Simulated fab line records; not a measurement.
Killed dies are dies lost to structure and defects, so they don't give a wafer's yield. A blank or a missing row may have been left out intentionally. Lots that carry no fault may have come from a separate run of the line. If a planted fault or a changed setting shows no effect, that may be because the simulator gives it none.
Which of the tools did it? + flow n5 finfet + 14 lots, 42 wafers sampled, at 5 steps of a route of 1938

WHAT EACH GAUGE READ, for each wafer
N5_BEOL_M12_CD_MEAS_17 targets a cd of 140 nm.
| lot  | measured     | on        | cd nm (nm)        |
|------|--------------|-----------|-------------------|
| L822 | day 11 15:11 | cd sem-01 | 140.0 139.7 139.0 |
| L823 | day 11 23:58 | cd sem-01 | 137.9 139.8 139.9 |
| L826 | day 12 05:40 | cd sem-03 | - - -             |
| L824 | day 12 15:13 | cd sem-01 | - - -             |
| L825 | day 13 02:34 | cd sem-01 | 140.2 141.5 139.4 |
| L828 | day 13 23:20 | cd sem-02 | 139.3 139.9 142.0 |
| L830 | day 15 02:34 | cd sem-01 | 139.1 139.6 138.8 |
| L835 | day 15 07:48 | cd sem-01 | 141.0 140.9 140.7 |
| L834 | day 15 11:02 | cd sem-01 | 140.8 143.3 140.6 |
| L836 | day 15 12:04 | cd sem-02 | 137.9 138.7 141.7 |
| L838 | day 16 10:52 | cd sem-02 | 140.4 137.9 138.7 |
| L840 | day 16 16:24 | cd sem-01 | 142.3 138.3 140.4 |
| L842 | day 16 21:41 | cd sem-02 | 139.5 137.4 141.2 |
| L844 | day 18 02:42 | cd sem-03 | 140.3 142.9 141.6 |

N5_BEOL_M12_INSPECT_30: inspects for defects (macro).
| lot  | measured     | on                | raw defect count |
|------|--------------|-------------------|------------------|
| L822 | day 11 15:34 | defect inspect-02 | 3 2 1            |
| L823 | day 12 00:29 | defect inspect-02 | 0 0 3            |
| L825 | day 13 02:56 | defect inspect-01 | 2 2 2            |
| L828 | day 13 23:51 | defect inspect-01 | 2 3 2            |
| L830 | day 15 02:57 | defect inspect-01 | 1 0 3            |
| L835 | day 15 08:11 | defect inspect-01 | 2 0 3            |
| L834 | day 15 11:25 | defect inspect-02 | 2 2 0            |
| L836 | day 15 12:27 | defect inspect-02 | 2 2 5            |
| L838 | day 16 11:15 | defect inspect-02 | 2 0 3            |
| L840 | day 16 16:54 | defect inspect-02 | 2 2 2            |
| L842 | day 16 22:04 | defect inspect-02 | 2 2 5            |
| L844 | day 18 03:05 | defect inspect-01 | 0 3 4            |

TOOL THAT RAN EACH LOT (tool first, then ch and the chambers of the sampled wafers, then the start)
| lot  | N5_BEOL_M12_DESCUM_15              | N5_BEOL_M12_VIA_ETCH_16            | N5_BEOL_M12_STRIP_63                 |
|------|------------------------------------|------------------------------------|--------------------------------------|
| L822 | rie diel-02 ch 0,3, day 11 14:41   | rie diel-02 ch 0,3, day 11 14:47   | plasma asher-01 ch 0,1, day 11 14:59 |
| L823 | rie diel-02 ch 0,1,2, day 11 23:29 | rie diel-02 ch 0,1,2, day 11 23:34 | plasma asher-02 ch 0,1, day 11 23:46 |
| L826 | rie diel-02 ch 1,2,3, day 12 05:10 | rie diel-02 ch 1,2,3, day 12 05:15 | plasma asher-01 ch 0,1, day 12 05:28 |
| L824 | rie diel-04 ch 0,3, day 12 14:44   | rie diel-04 ch 0,3, day 12 14:49   | plasma asher-01 ch 0,1, day 12 15:01 |
| L825 | rie diel-02 ch 0,2,3, day 13 02:01 | rie diel-02 ch 0,2,3, day 13 02:06 | plasma asher-02 ch 0,1, day 13 02:18 |
| L828 | rie diel-05 ch 0,1, day 13 22:51   | rie diel-05 ch 0,1, day 13 22:56   | plasma asher-01 ch 0,1, day 13 23:08 |
| L830 | rie diel-05 ch 0,1,2, day 15 02:04 | rie diel-05 ch 0,1,2, day 15 02:10 | plasma asher-01 ch 0,1, day 15 02:22 |
| L835 | rie diel-04 ch 1,2,3, day 15 07:18 | rie diel-04 ch 1,2,3, day 15 07:23 | plasma asher-01 ch 0,1, day 15 07:35 |
| L834 | rie diel-02 ch 1,2,3, day 15 10:32 | rie diel-02 ch 1,2,3, day 15 10:37 | plasma asher-02 ch 0,1, day 15 10:49 |
| L836 | rie diel-02 ch 1,3, day 15 11:35   | rie diel-02 ch 1,3, day 15 11:40   | plasma asher-01 ch 0,1, day 15 11:52 |
| L838 | rie diel-05 ch 0,2, day 16 10:22   | rie diel-05 ch 0,2, day 16 10:28   | plasma asher-02 ch 0,1, day 16 10:41 |
| L840 | rie diel-05 ch 0,1,3, day 16 15:54 | rie diel-05 ch 0,1,3, day 16 15:59 | plasma asher-01 ch 0,1, day 16 16:13 |
| L842 | rie diel-02 ch 0,1, day 16 21:11   | rie diel-02 ch 0,1, day 16 21:16   | plasma asher-01 ch 0,1, day 16 21:28 |
| L844 | rie diel-02 ch 0,2, day 18 02:13   | rie diel-02 ch 0,2, day 18 02:17   | plasma asher-01 ch 0,1, day 18 02:29 |
- N5_BEOL_M12_DESCUM_15: chemistry O2, time 7.9 s.
- N5_BEOL_M12_VIA_ETCH_16: etches SiOC in C4F8/O2/Ar, target depth 724.8 nm.
- N5_BEOL_M12_STRIP_63: strips in N2/H2.

AS READ BY THE TOOLS THEMSELVES (means over the sampled wafers that have a number; for cases with no such wafer, the mark the record gives instead)
N5_BEOL_M12_DESCUM_15.
| lot  | tool        | drypump motor current A (A) | oes product au (a.u.) | rf vpp V (V) | showerhead plenum p Torr (Torr) | throttle valve pct (%) |
|------|-------------|-----------------------------|-----------------------|--------------|---------------------------------|------------------------|
| L822 | rie diel-02 | 5.5                         | 0.79                  | 244.2        | 2.19                            | 20.22                  |
| L823 | rie diel-02 | 5.7                         | 0.84                  | 244.1        | 2.15                            | 20.26                  |
| L826 | rie diel-02 | 5.9                         | 0.80                  | 243.7        | 2.13                            | 20.29                  |
| L824 | rie diel-04 | 6.3                         | 0.80                  | 244.4        | 2.17                            | 20.32                  |
| L825 | rie diel-02 | 5.9                         | 0.81                  | 244.4        | 2.13                            | 20.24                  |
| L828 | rie diel-05 | 5.4                         | 0.73                  | 240.7        | 1.99                            | 20.48                  |
| L830 | rie diel-05 | 5.6                         | 0.76                  | 243.4        | 2.09                            | 20.42                  |
| L835 | rie diel-04 | 6.1                         | 0.90                  | 243.6        | 2.10                            | 20.22                  |
| L834 | rie diel-02 | 5.9                         | 0.77                  | 243.3        | 2.12                            | 20.33                  |
| L836 | rie diel-02 | 5.6                         | 0.73                  | 244.8        | 2.17                            | 20.38                  |
| L838 | rie diel-05 | 5.6                         | 0.74                  | 244.6        | 2.17                            | 20.35                  |
| L840 | rie diel-05 | 5.7                         | 0.76                  | 243.1        | 2.06                            | 20.42                  |
| L842 | rie diel-02 | 5.4                         | 0.76                  | 244.0        | 2.18                            | 20.38                  |
| L844 | rie diel-02 | 5.7                         | 0.78                  | 243.6        | 2.14                            | 20.29                  |

N5_BEOL_M12_VIA_ETCH_16.
| lot  | tool        | C4F8_flow_sccm (sccm) | O2_flow_sccm (sccm) | drypump motor current A (A) | oes product au (a.u.) | rf vpp V (V) | showerhead plenum p Torr (Torr) | throttle valve pct (%) |
|------|-------------|-----------------------|---------------------|-----------------------------|-----------------------|--------------|---------------------------------|------------------------|
| L822 | rie diel-02 | 15.00                 | 7.985               | 5.5                         | 0.71                  | 669          | 3.56                            | 23.95                  |
| L823 | rie diel-02 | 15.01                 | 7.998               | 5.7                         | 0.76                  | 669          | 3.50                            | 24.06                  |
| L826 | rie diel-02 | -                     | -                   | -                           | -                     | -            | -                               | -                      |
| L824 | rie diel-04 | -                     | -                   | -                           | -                     | -            | -                               | -                      |
| L825 | rie diel-02 | 14.98                 | 7.997               | 5.9                         | 0.73                  | 667          | 3.47                            | 23.96                  |
| L828 | rie diel-05 | 14.99                 | 8.005               | 5.5                         | 0.65                  | 661          | 3.27                            | 24.29                  |
| L830 | rie diel-05 | 14.98                 | 8.009               | 5.6                         | 0.68                  | 665          | 3.42                            | 24.22                  |
| L835 | rie diel-04 | 14.99                 | 7.990               | 6.1                         | 0.81                  | 666          | 3.42                            | 24.00                  |
| L834 | rie diel-02 | 15.04                 | 8.000               | 5.9                         | 0.71                  | 666          | 3.46                            | 24.08                  |
| L836 | rie diel-02 | 15.03                 | 8.022               | 5.6                         | 0.67                  | 668          | 3.54                            | 24.17                  |
| L838 | rie diel-05 | 14.95                 | 7.987               | 5.6                         | 0.67                  | 669          | 3.53                            | 24.10                  |
| L840 | rie diel-05 | 15.02                 | 7.987               | 5.8                         | 0.69                  | 664          | 3.37                            | 24.19                  |
| L842 | rie diel-02 | 15.01                 | 7.976               | 5.4                         | 0.68                  | 670          | 3.56                            | 24.19                  |
| L844 | rie diel-02 | 15.01                 | 8.016               | 5.7                         | 0.71                  | 668          | 3.48                            | 24.03                  |

N5_BEOL_M12_STRIP_63.
| lot  | tool            | drypump motor current A (A) | heater power w (W) | oes product au (a.u.) | strip time to endpoint s (s) |
|------|-----------------|-----------------------------|--------------------|-----------------------|------------------------------|
| L822 | plasma asher-01 | 5.21                        | 341                | 0.698                 | 42.7                         |
| L823 | plasma asher-02 | 5.30                        | 345                | 0.695                 | 42.7                         |
| L826 | plasma asher-01 | 5.41                        | 351                | 0.859                 | 93.6                         |
| L824 | plasma asher-01 | 5.41                        | 352                | 0.861                 | 92.4                         |
| L825 | plasma asher-02 | 5.41                        | 349                | 0.689                 | 41.9                         |
| L828 | plasma asher-01 | 5.43                        | 358                | 0.694                 | 43.4                         |
| L830 | plasma asher-01 | 5.45                        | 352                | 0.687                 | 42.9                         |
| L835 | plasma asher-01 | 5.21                        | 343                | 0.697                 | 41.6                         |
| L834 | plasma asher-02 | 5.32                        | 357                | 0.693                 | 42.8                         |
| L836 | plasma asher-01 | 5.41                        | 355                | 0.696                 | 42.7                         |
| L838 | plasma asher-02 | 5.33                        | 346                | 0.694                 | 43.1                         |
| L840 | plasma asher-01 | 5.44                        | 353                | 0.695                 | 42.4                         |
| L842 | plasma asher-01 | 5.22                        | 341                | 0.692                 | 42.8                         |
| L844 | plasma asher-01 | 5.43                        | 355                | 0.696                 | 42.3                         |

THE ANSWER, worked out from the rows above alone
Rule: the lots themselves supply what counts as usual. The widest of any qualifying gaps counts: lots, ordered by their means at a reading, are off when they make up no more than a third of the lots, leave a main group of 4 or more, and stand apart from it by 3 or more times the standard deviation of that group's means. A main group whose means are all the same, to the digits that the tables above print for the reading, isn't used. A lot without any number at a reading at which 4 lots or more have one is off too. The other lots that the step has rows for count as sound. After the gauges, taken in route order, come the tools' own readings; for these a lot's mean is taken, as printed above. At the first step where some lot is off, the reading lying furthest off is the one used; lots without a number count as furthest.
Off: L826, L824, at N5_BEOL_M12_CD_MEAS_17 (cd nm). Without a number there: L826, L824. Mean 140.1 nm and standard deviation 0.88 in the main group.
A tool fits if, at a process step before that reading, it ran every lot that is off, and no sound lot after the first of them. Not tried: the gauges at N5_BEOL_M12_CD_MEAS_17; whatever is off there is also off at N5_BEOL_M12_VIA_ETCH_16, on other tools, and gauge error can't account for it. Not one of the candidates tried fits.

WHAT THE SIMULATOR HAD PUT IN
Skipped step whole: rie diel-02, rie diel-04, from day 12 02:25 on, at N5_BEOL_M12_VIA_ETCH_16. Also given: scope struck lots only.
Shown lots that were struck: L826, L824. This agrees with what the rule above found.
